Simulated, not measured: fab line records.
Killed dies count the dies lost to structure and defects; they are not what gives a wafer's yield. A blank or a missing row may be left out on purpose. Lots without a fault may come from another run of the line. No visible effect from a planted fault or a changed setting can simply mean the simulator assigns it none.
Chamber matching    flow nandHarc    NHARC_A_STAIRCASE_DEP_259 on pecvd-02 has 3 sister chambers
The step deposits SiON, target thk 30 nm. 16 wafers are shown with their chamber, then 8 later ones without.

## WAFERS PAIRED WITH THEIR CHAMBERS
wafer   chamber  heaterPowerW (W)  susceptorTempC (C)
L077.1  2        733               400.22
L077.4  1        790               400.18
L077.5  0        866               400.05
L082.1  0        775               399.79
L082.4  1        797               400.08
L082.6  2        781               399.90
L084.1  1        793               399.58
L084.2  0        915               400.00
L084.6  0        885               400.10
L087.1  2        730               399.76
L087.5  1        810               399.75
L087.6  0        897               400.23
L091.2  2        667               400.11
L091.3  1        738               399.97
L091.5  0        911               399.81
L093.2  2        801               399.81

SIGNATURES (averages over the wafers above)
reading         chamber 0  chamber 1  chamber 2  scatter within a chamber
heaterPowerW    874.83     785.60     742.40     46
susceptorTempC  399.9967   399.9120   399.9600   0.204
Rule: for a wafer and a chamber, the distance is found by dividing, reading by reading, the gap between the wafer's reading and the chamber's mean by the reading's scatter, squaring, summing and taking the root. If the next closest chamber is less than 2 further off than the closest, the wafer can't be placed; otherwise it belongs to the closest. The scatter: the root of (the sum of the squares of (reading less its chamber's mean) over the shown wafers, divided by (wafers less chambers)).

## WAFERS MISSING THEIR CHAMBER
wafer   heaterPowerW (W)  susceptorTempC (C)
L093.4  800               399.78
L093.5  771               400.27
L095.3  839               400.14
L095.4  845               400.02
L095.6  711               399.58
L097.1  759               400.16
L097.4  886               399.83
L097.5  760               399.76

## CHAMBER TAKEN BY EACH
wafer   from the rows above           in truth
L093.4  can't be placed: 1 or 2 or 0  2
L093.5  can't be placed: 2 or 1 or 0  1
L095.3  can't be placed: 0 or 1 or 2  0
L095.4  can't be placed: 0 or 1 or 2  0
L095.6  can't be placed: 2 or 1       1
L097.1  can't be placed: 2 or 1 or 0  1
L097.4  can't be placed: 0 or 1       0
L097.5  can't be placed: 1 or 2 or 0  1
Placed correctly: 0 of 8. Cannot be placed on the basis of these rows: 8; the candidates contain the true chamber in 8. Number placed wrongly: 0.
